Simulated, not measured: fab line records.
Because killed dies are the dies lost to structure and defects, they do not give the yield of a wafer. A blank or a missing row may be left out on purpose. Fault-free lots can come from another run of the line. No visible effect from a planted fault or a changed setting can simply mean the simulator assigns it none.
fab line records	flow n5_finfet	part 1 of 2: steps 1 to 16 of 17
record: lots: 6	wafers: 18	last_day: 18
route steps=1938 shown SDB@357 BEOL_M4@1111 PASSIVATION@1936
lots that met no fault: taken from a fault-free run of the same line
start_h: hours from the record's first day to the start of the lot's first wafer shown	wait_h: hours since the lot's step before	" unchanged from the row above	L1.1+2: a single row standing in for several wafers	- no value present, or no start provided	* or withheld: withheld	< > ~ a bound
route shown NAME@n: a module of which the file shows steps, and the number in the route of the first	usual: the fault-free wafers' mean and standard deviation	same: alike in all rows	chamber/n: place in a boat	sites: each site's reading	_std_site: the values' standard deviation	_edge_site: outer sites' mean less inner sites'	radius_mm: for every site, how far away it sits from the centre of the wafer	mask NAME#n: copy n	behind: tool/chamber where the wafer was last shaped	hold: cause of the lot's hold/its duration in hours/its outcome	device: which transistor (n, p or np) failed to switch	end of line: the same wafers' tests at the end of the route	step lacking rows: just its recipe	killed: at the first sort, the dies lost to defects and structure; wafer yield is something else	map: shows each die of a wafer: x if killed, . if not, _ if none is there
set.NAME: setting as actually run; set.NAME@STEP: the setting as run at that earlier step	model.NAME: the simulator's own value behind a step, which no gauge read
certain route steps with their lots: each step a table, each wafer a row
services: from which hour (start_h, from the record's first day; less than 0 if before it) a tool's chamber was out of use, for how many hours, and why
== steps ==
step: N5_SDB_OVL_MEAS_12
recipe: points_per_wafer: 44
usual: SDB_OVL: 0.1/0.73
lot.wafer	tool	chamber	start_h	wait_h	SDB_OVL[nm]
L868.2	overlay-01	0	69.45	0.0	0.2
L868.4	"	0	"	"	1.1
L868.6	"	0	"	"	1.6
L876.2	overlay-01	0	120.97	0.0	0.0
L876.4	"	0	"	"	-0.3
L876.6	"	0	"	"	-0.7
L879.2	overlay-01	0	137.60	0.0	-0.1
L879.5	"	0	"	"	0.0
L879.6	"	0	"	"	0.9
L882.1	overlay-02	0	158.04	0.0	-0.5
L882.3	"	0	"	"	0.0
L882.6	"	0	"	"	-0.2
L888.2	overlay-02	0	194.85	0.0	0.6
L888.4	"	0	"	"	0.4
L888.5	"	0	"	"	1.2
L890.2	overlay-02	0	205.65	0.0	-0.2
L890.4	"	0	"	"	-0.5
L890.5	"	0	"	"	0.4
step: N5_SDB_INSPECT_13
recipe: mode: adi	inspect_instrument: brightfield
usual: raw_defect_count: 80/34
lot.wafer	tool	chamber	start_h	wait_h	raw_defect_count
L868.2	defect_inspect-01	-	69.47	0.0	61
L868.4	"	-	"	"	117
L868.6	"	-	"	"	64
L876.2	defect_inspect-02	-	120.99	0.0	40
L876.4	"	-	"	"	54
L876.6	"	-	"	"	50
L879.2	defect_inspect-02	-	137.62	0.0	64
L879.5	"	-	"	"	96
L879.6	"	-	"	"	68
L882.1	defect_inspect-01	-	158.06	0.0	81
L882.3	"	-	"	"	105
L882.6	"	-	"	"	105
L888.2	defect_inspect-02	-	194.87	0.0	52
L888.4	"	-	"	"	61
L888.5	"	-	"	"	46
L890.2	defect_inspect-02	-	205.67	0.0	78
L890.4	"	-	"	"	58
L890.5	"	-	"	"	54
step: N5_SDB_DESCUM_16
recipe: chemistry: O2	time_s: 7.9	source_power_w: 50	bias_power_w: 20	pressure_mtorr: 20	rf_frequency_hz: 2.712e+07	temp_c: 40	resist: CAR-ArF	o2_flow_sccm: 225
usual: drypump_motor_current_A: 5.8/0.44	oes_product_au: 0.82/0.097	rf_vpp_V: 243.5/1.4	showerhead_plenum_p_Torr: 2.11/0.075	throttle_valve_pct: 20.30/0.19
lot.wafer	tool	chamber	start_h	wait_h	drypump_motor_current_A	oes_product_au	rf_hours_counter_h	rf_vpp_V	showerhead_plenum_p_Torr	throttle_valve_pct
L868.2	rie_diel-04	2	69.52	0.0	5.8	0.72	202	242.5	2.05	20.40
L868.4	"	0	"	"	5.2	0.68	-	242.5	2.05	20.07
L868.6	"	3	"	"	6.5	0.74	-	244.0	2.18	20.49
L876.2	rie_diel-02	2	121.48	0.5	6.2	0.84	58	246.0	2.22	20.21
L876.4	"	0	"	"	5.8	0.73	-	240.6	2.00	20.32
L876.6	"	1	"	"	5.3	0.89	-	244.4	2.13	20.21
L879.2	rie_diel-02	2	137.85	0.2	6.2	0.83	64	243.2	2.21	20.20
L879.5	"	1	"	"	5.3	0.87	-	245.0	2.13	20.23
L879.6	"	2	"	"	6.2	0.83	-	245.0	2.21	20.19
L882.1	rie_diel-05	1	158.30	0.2	5.6	0.86	39	242.2	2.04	20.43
L882.3	"	3	"	"	5.2	0.89	27	245.2	2.22	20.23
L882.6	"	1	"	"	5.6	0.86	-	241.9	2.04	20.41
L888.2	rie_diel-04	0	195.04	0.2	5.2	0.95	2	242.4	2.04	19.77
L888.4	"	1	"	"	5.4	0.87	44	244.3	2.13	20.26
L888.5	"	0	"	"	5.2	0.96	-	242.8	2.04	19.78
L890.2	rie_diel-02	0	206.37	0.7	5.8	0.70	201	241.8	1.99	20.37
L890.4	"	2	"	"	6.2	0.80	88	244.7	2.21	20.26
L890.5	"	3	"	"	5.7	0.89	-	243.9	2.13	20.02
step: N5_SDB_ETCH_17
recipe: chemistry: CF4	target: SiARC	target_depth_a: 234	mask_material: CAR-ArF	time_s: 39	ion_energy_ev: 80	pressure_mtorr: 40	source_w: 545	bias_w: 36	Ar_flow_sccm: 100	cf4_flow_sccm: 100	ends: cleared
step: N5_SDB_ETCH_18
recipe: chemistry: N2/H2	target: SOC	target_depth_a: 1000	overetch_a: 200	mask_material: SiARC	temp_c: 40	time_s: 150	ion_energy_ev: 200	pressure_mtorr: 30	source_w: 840	bias_w: 150	n2_flow_sccm: 200	h2_flow_sccm: 200
usual: bias_w: 150.0/0.48	drypump_motor_current_A: 5.8/0.45	oes_product_au: 0.73/0.082	rf_vpp_V: 524.6/2.5	showerhead_plenum_p_Torr: 2.57/0.092	throttle_valve_pct: 17.73/0.23
lot.wafer	tool	chamber	start_h	wait_h	bias_w	drypump_motor_current_A	oes_product_au	rf_hours_counter_h	rf_vpp_V	showerhead_plenum_p_Torr	throttle_valve_pct
L868.2	rie_diel-04	2	69.59	0.0	150.3	5.8	0.64	202	523.7	2.51	17.85
L868.4	"	0	"	"	149.1	5.2	0.61	-	521.8	2.50	17.48
L868.6	"	3	"	"	149.8	6.5	0.67	-	526.3	2.64	17.81
L876.2	rie_diel-02	2	121.55	0.0	150.0	6.2	0.76	58	529.1	2.68	17.47
L876.4	"	0	"	"	149.6	5.8	0.67	-	520.4	2.42	17.72
L876.6	"	1	"	"	150.5	5.2	0.80	-	524.5	2.60	17.70
L879.2	rie_diel-02	2	137.93	0.0	150.8	6.2	0.74	64	527.7	2.67	17.49
L879.5	"	1	"	"	150.1	5.2	0.79	-	525.5	2.60	17.70
L879.6	"	2	"	"	149.9	6.2	0.75	-	528.6	2.67	17.49
L882.1	rie_diel-05	1	158.37	0.0	150.2	5.6	0.77	39	522.5	2.48	17.82
L882.3	"	3	"	"	149.2	5.2	0.80	27	527.6	2.72	17.70
L882.6	"	1	"	"	150.5	5.6	0.77	-	522.1	2.48	17.83
L888.2	rie_diel-04	0	195.11	0.0	150.2	5.2	0.84	2	522.8	2.48	17.11
L888.4	"	1	"	"	149.8	5.4	0.78	44	524.7	2.60	17.64
L888.5	"	0	"	"	150.5	5.2	0.84	-	521.1	2.48	17.12
L890.2	rie_diel-02	0	206.44	0.0	150.4	5.8	0.65	201	520.4	2.41	17.79
L890.4	"	2	"	"	151.3	6.2	0.72	88	525.9	2.66	17.53
L890.5	"	3	"	"	149.2	5.7	0.79	-	525.5	2.59	17.48
step: N5_SDB_STRIP_19
recipe: chemistry: N2/H2	temp_c: 40	n2_flow_sccm: 200	h2_flow_sccm: 200	rf_frequency_hz: 6e+07
step: N5_SDB_STRIP_21
recipe: chemistry: CF4	resist: SiARC	power_w: 300	bias_power_w: 75	pressure_mtorr: 50	cf4_flow_sccm: 150	rf_frequency_hz: 6e+07
usual: drypump_motor_current_A: 5.8/0.45	oes_product_au: 0.81/0.091	rf_vpp_V: 271.4/1.5	showerhead_plenum_p_Torr: 1.81/0.061	throttle_valve_pct: 13.49/0.23
lot.wafer	tool	chamber	start_h	wait_h	drypump_motor_current_A	oes_product_au	rf_hours_counter_h	rf_vpp_V	showerhead_plenum_p_Torr	throttle_valve_pct
L868.2	rie_diel-04	2	69.73	0.0	5.8	0.71	202	270.2	1.78	13.74
L868.4	"	0	"	"	5.2	0.67	-	271.2	1.79	13.55
L868.6	"	3	"	"	6.5	0.74	-	273.0	1.86	13.59
L876.2	rie_diel-02	2	121.69	0.0	6.1	0.83	58	273.3	1.89	13.29
L876.4	"	0	"	"	5.8	0.73	-	271.0	1.72	13.57
L876.6	"	1	"	"	5.2	0.89	-	273.2	1.83	13.37
L879.2	rie_diel-02	2	138.06	0.0	6.2	0.82	64	273.0	1.88	13.28
L879.5	"	1	"	"	5.2	0.88	-	272.0	1.82	13.40
L879.6	"	2	"	"	6.2	0.83	-	272.1	1.88	13.31
L882.1	rie_diel-05	1	158.51	0.0	5.6	0.85	39	269.5	1.76	13.50
L882.3	"	3	"	"	5.2	0.89	27	273.3	1.92	13.45
L882.6	"	1	"	"	5.6	0.86	-	269.0	1.76	13.53
L888.2	rie_diel-04	0	195.25	0.0	5.2	0.93	2	270.8	1.78	13.04
L888.4	"	1	"	"	5.4	0.86	44	272.0	1.81	13.33
L888.5	"	0	"	"	5.2	0.93	-	271.0	1.78	13.07
L890.2	rie_diel-02	0	206.58	0.0	5.8	0.72	201	268.5	1.71	13.63
L890.4	"	2	"	"	6.2	0.80	88	274.4	1.88	13.36
L890.5	"	3	"	"	5.7	0.87	-	272.8	1.83	13.16
step: N5_SDB_HM_OPEN_20
recipe: chemistry: CH3F/O2	target: SiNx	mask_material: SOC	target_depth_a: 240	stop_on: poly-Si	over_etch_frac: 0.4	ion_energy_ev: 120	pressure_mtorr: 30	source_w: 395	bias_w: 73	Ar_flow_sccm: 150	CH3F_flow_sccm: 30	O2_flow_sccm: 20
step: N5_SDB_STRIP_22
recipe: chemistry: N2/H2	power_w: 1000	temp_c: 250	h2_frac: 0.65	overash_fraction: 0.3	pressure_mtorr: withheld	n2_flow_sccm: 1750	h2_flow_sccm: 3250
usual: drypump_motor_current_A: 5.9/0.48	heater_power_w: 383/42	oes_product_au: 0.715/0.0045	strip_time_to_endpoint_s: 96.4/0.35
lot.wafer	tool	chamber	start_h	wait_h	drypump_motor_current_A	heater_power_w	oes_product_au	rf_hours_counter_h	strip_time_to_endpoint_s
L868.2	plasma_asher-02	0	69.83	0.1	5.7	391	0.713	31	95.8
L868.4	"	1	"	"	6.3	421	0.703	-	96.1
L868.6	"	1	"	"	6.4	429	0.717	-	96.2
L876.2	plasma_asher-02	0	121.86	0.1	5.7	390	0.717	40	96.7
L876.4	"	0	"	"	5.7	395	0.711	-	96.5
L876.6	"	1	"	"	6.4	432	0.716	-	96.9
L879.2	plasma_asher-02	0	138.16	0.1	5.7	392	0.715	44	96.4
L879.5	"	0	"	"	5.7	392	0.714	-	96.1
L879.6	"	1	"	"	6.4	419	0.711	-	96.7
L882.1	plasma_asher-02	0	158.61	0.1	5.7	383	0.719	48	96.1
L882.3	"	1	"	"	6.3	432	0.710	-	96.3
L882.6	"	1	"	"	6.3	429	0.719	-	95.9
L888.2	plasma_asher-02	0	195.35	0.1	5.7	400	0.716	57	96.2
L888.4	"	0	"	"	5.7	386	0.715	-	96.2
L888.5	"	0	"	"	5.7	394	0.709	-	96.2
L890.2	plasma_asher-01	1	206.68	0.1	5.0	308	0.720	121	96.6
L890.4	"	1	"	"	4.9	317	0.719	-	96.5
L890.5	"	1	"	"	5.0	312	0.716	-	96.1
step: N5_SDB_PRECLEAN_23
recipe: chemistry: dHF	time_s: 30	temp_c: 25	dilution: withheld
step: N5_SDB_DUMMY_REMOVE_24
recipe: chemistry: TMAH	temp_c: 70	target: poly-Si	stop_on: SiO2	target_depth_nm: 142	conc_wt_pct: 5	time_s: 57	dry: ipa_marangoni	rinse_time_s: 30	rinse_temp_c: 23
step: N5_SDB_ETCH_25
recipe: chemistry: C4F6/O2	target: SiO2	target_depth_a: 100	time_s: 3.3	ion_energy_ev: 250	mask_material: SiNx	pressure_mtorr: 30	source_w: 345	bias_w: 185	Ar_flow_sccm: 300	C4F6_flow_sccm: 10	O2_flow_sccm: 10
usual: bias_w: 185.1/0.55	drypump_motor_current_A: 5.8/0.46	mfc_ar_sccm: 300.1/0.92	oes_product_au: 0.80/0.099	rf_vpp_V: 671/12	showerhead_plenum_p_Torr: 2.87/0.085	throttle_valve_pct: 21.06/0.19
lot.wafer	tool	chamber	start_h	wait_h	bias_w	drypump_motor_current_A	mfc_ar_sccm	oes_product_au	rf_hours_counter_h	rf_vpp_V	showerhead_plenum_p_Torr	throttle_valve_pct
L868.2	rie_diel-02	0	70.54	0.5	184.0	5.8	299.1	0.76	151	687	2.73	21.08
L868.4	"	2	"	"	185.1	6.2	300.7	0.86	41	645	2.99	20.78
L868.6	"	1	"	"	184.6	5.3	301.3	0.93	-	666	2.89	20.92
L876.2	rie_diel-02	0	122.09	0.0	185.8	5.8	298.7	0.73	169	686	2.72	21.08
L876.4	"	0	"	"	185.8	5.8	300.2	0.75	-	687	2.72	21.08
L876.6	"	1	"	"	185.8	5.2	302.1	0.89	-	665	2.89	20.93
L879.2	rie_diel-04	3	138.49	0.1	184.1	6.5	297.2	0.74	183	671	2.92	21.09
L879.5	"	0	"	"	185.5	5.2	300.6	0.68	-	689	2.80	20.89
L879.6	"	3	"	"	184.2	6.5	299.1	0.74	-	670	2.92	21.11
L882.1	rie_diel-05	2	158.83	0.0	185.0	6.5	301.7	0.69	234	656	2.94	21.54
L882.3	"	0	"	"	184.6	5.8	300.8	0.92	19	658	2.78	20.97
L882.6	"	2	"	"	184.3	6.6	299.3	0.70	-	656	2.94	21.54
L888.2	rie_diel-02	2	196.07	0.5	184.7	6.2	300.5	0.81	84	645	2.97	20.84
L888.4	"	0	"	"	185.0	5.8	299.8	0.72	197	686	2.71	21.13
L888.5	"	0	"	"	185.7	5.8	299.3	0.72	-	685	2.71	21.14
L890.2	rie_diel-05	1	206.90	0.0	184.7	5.7	298.8	0.85	54	664	2.77	21.16
L890.4	"	0	"	"	185.2	5.8	299.5	0.88	-	660	2.77	20.99
L890.5	"	1	"	"	184.7	5.6	299.9	0.85	-	664	2.77	21.15
step: N5_SDB_CUT_ETCH_26
recipe: chemistry: HBr/Cl2/O2	target: Si	target_depth_a: 1296	bt_time_s: 20	mask_material: SiNx	time_s: 51.8	ion_energy_ev: *	bias_w: *	pressure_mtorr: 10	icp_w: 800	HBr_flow_sccm: 150	Cl2_flow_sccm: 80	O2_flow_sccm: 12
usual: HBr_flow_sccm: 150.0/0.47	bias_w: *	drypump_motor_current_A: 5.6/0.35	oes_product_au: 1.004/0.021	throttle_valve_pct: 37.08/0.27
lot.wafer	tool	chamber	start_h	wait_h	HBr_flow_sccm	bias_w	drypump_motor_current_A	oes_product_au	rf_hours_counter_h	throttle_valve_pct	model.etch.depth_nm	model.SDB.feature_depth_nm	model.SiNx_of_SDB_HM_DEP_00.thk_nm
L868.2	rie_si-06	1	70.62	0.1	149.6	*	5.4	0.983	192	37.26	124.6	124.6	22.6
L868.4	"	3	"	"	149.3	*	5.9	1.033	128	37.16	128.4	128.4	22.6
L868.6	"	1	"	"	149.7	*	5.3	0.974	-	37.25	124.1	124.2	23.8
L876.2	rie_si-01	0	122.17	0.1	150.2	*	5.4	1.019	141	37.61	132.5	132.6	20.8
L876.4	"	3	"	"	150.4	*	6.0	1.018	8	37.20	127.4	127.4	23.2
L876.6	"	3	"	"	150.0	*	6.0	1.026	-	37.20	128.5	128.6	22.2
L879.2	rie_si-01	2	138.58	0.1	151.1	*	5.7	1.010	3	37.01	108.1	108.2	24.4
L879.5	"	0	"	"	150.2	*	5.4	1.019	-	37.62	130.7	130.6	22
L879.6	"	1	"	"	150.0	*	5.5	0.976	-	37.30	102.2	102.2	25.6
L882.1	rie_si-01	1	158.91	0.1	149.4	*	5.5	0.987	70	37.29	127.7	127.8	22.6
L882.3	"	3	"	"	150.3	*	5.9	1.026	9	37.20	128.7	128.8	22.6
L882.6	"	2	"	"	150.3	*	5.6	1.018	-	37.02	106.6	106.6	25.6
L888.2	rie_si-06	0	196.16	0.1	149.8	*	5.7	1.004	91	36.90	126.3	126.4	23.4
L888.4	"	1	"	"	150.6	*	5.4	1.022	1	37.01	130	130	23.6
L888.5	"	1	"	"	150.2	*	5.4	1.020	-	37.01	129.7	129.8	23.2
L890.2	rie_si-06	0	206.98	0.1	149.8	*	5.6	0.986	91	36.89	127	127	22
L890.4	"	3	"	"	150.7	*	5.9	1.034	131	37.14	131.6	131.6	22.8
L890.5	"	2	"	"	150.0	*	5.2	1.006	-	37.21	127.5	127.6	22.8
step: N5_SDB_PRECLEAN_38
recipe: chemistry: dHF	time_s: 10	dilution: 750:1	temp_c: 25
lot.wafer	tool	chamber	start_h	wait_h	model.SiNx_of_SDB_HM_DEP_00.thk_nm
L868.2	wet_bench-05	3	70.75	0.1	22.6
L868.4	"	0	"	"	22.4
L868.6	"	7	"	"	23.8
L876.2	wet_bench-04	0	122.29	0.1	20.8
L876.4	"	4	"	"	23.2
L876.6	"	3	"	"	22.2
L879.2	wet_bench-01	0	138.69	0.1	24.4
L879.5	"	2	"	"	21.8
L879.6	"	3	"	"	25.6
L882.1	wet_bench-01	2	159.04	0.1	22.4
L882.3	"	7	"	"	22.6
L882.6	"	5	"	"	25.6
L888.2	wet_bench-04	4	196.27	0.1	23.4
L888.4	"	7	"	"	23.6
L888.5	"	6	"	"	23.2
L890.2	wet_bench-01	3	207.10	0.1	22
L890.4	"	4	"	"	22.8
L890.5	"	6	"	"	22.6
step: N5_SDB_PRECLEAN_39
recipe: chemistry: O3/DIW	time_s: 45	temp_c: 22	o3_ppm: 10
step: N5_BEOL_M4_RC_MEAS_101
usual: DIBL_N: 36.2/1.6	DIBL_P: 36.5/1.9	IOFF_N: 0.158/0.027	IOFF_P: 0.21/0.038	ION_N: 675/12	ION_P: 464/8.9	SS_N: 71.5/0.61	SS_P: 73.4/0.59	VT_N: 250.4/3	VT_P: -250/3.6
lot.wafer	tool	chamber	start_h	wait_h	DIBL_N[mV/V]	DIBL_P[mV/V]	IOFF_N[nA/um]	IOFF_P[nA/um]	ION_N[uA/um]	ION_P[uA/um]	SS_N[mV/dec]	SS_P[mV/dec]	VT_N[mV]	VT_P[mV]
L868.2	prober-01	0	164.55	0.2	37.2	37.7	0.177	0.24	689	471	72.6	73.8	247.7	-247
L868.4	"	0	"	"	36.0	36.2	0.144	0.21	675	467	70.5	73.4	252.2	-250
L868.6	"	0	"	"	37.2	38.0	0.173	0.25	684	471	72.0	73.7	250.8	-247
L876.2	prober-02	0	219.14	0.2	33.5	33.8	0.121	0.16	666	456	71.6	73.7	253.3	-253
L876.4	"	0	"	"	37.5	40.1	0.211	0.26	686	471	71.5	74.4	246.2	-247
L876.6	"	0	"	"	36.1	37.4	0.163	0.22	684	467	71.0	73.6	250.5	-250
L879.2	prober-02	0	251.92	0.2	37.5	36.8	0.179	0.19	681	457	71.9	73.6	247.8	-254
L879.5	"	0	"	"	36.1	36.3	0.158	0.19	672	458	71.3	73.7	247.3	-254
L879.6	"	0	"	"	38.3	38.2	0.206	0.22	679	458	71.7	73.7	246.7	-253
L882.1	prober-02	0	275.09	0.0	36.0	36.8	0.154	0.21	678	461	71.9	73.5	251.5	-251
L882.3	"	0	"	"	32.6	33.1	0.108	0.15	663	454	71.3	73.0	252.2	-255
L882.6	"	0	"	"	35.5	35.9	0.148	0.19	669	459	72.0	73.0	248.8	-251
L888.2	prober-02	0	302.73	0.2	36.4	36.0	0.164	0.18	670	446	71.3	72.3	248.3	-250
L888.4	"	0	"	"	36.4	36.8	0.172	0.21	681	463	71.4	72.8	247.4	-251
L888.5	"	0	"	"	35.2	35.0	0.146	0.17	661	454	71.2	72.1	250.7	-253
L890.2	prober-01	0	313.16	0.2	37.9	38.1	0.188	0.26	677	468	72.0	73.1	250.6	-247
L890.4	"	0	"	"	38.5	39.4	0.212	0.30	686	477	72.1	74.5	246.6	-245
L890.5	"	0	"	"	36.0	36.8	0.159	0.24	672	469	71.3	73.4	250.9	-247
== key ==
first_sign none at tools or gauges
model_effect: step: N5_SDB_CUT_ETCH_26	value: etch.depth_nm	without: 131.1	struck: 105.6
model_effect: step: N5_SDB_PRECLEAN_38	value: SiNx_of_SDB_HM_DEP_00.thk_nm	without: 21.87	struck: 25.2
met_at N5_SDB_CUT_ETCH_26
struck_wafers L879.2,L879.6,L882.6
onset_between 122.17 138.58
fault: kind: process_parameter_drift	tool: rie_si-01	chamber: -	onset_h: 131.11	steps: N5_SDB_CUT_ETCH_26	channel: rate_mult	offset: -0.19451	shape: step	end_h: 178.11	scope: struck_wafers_only
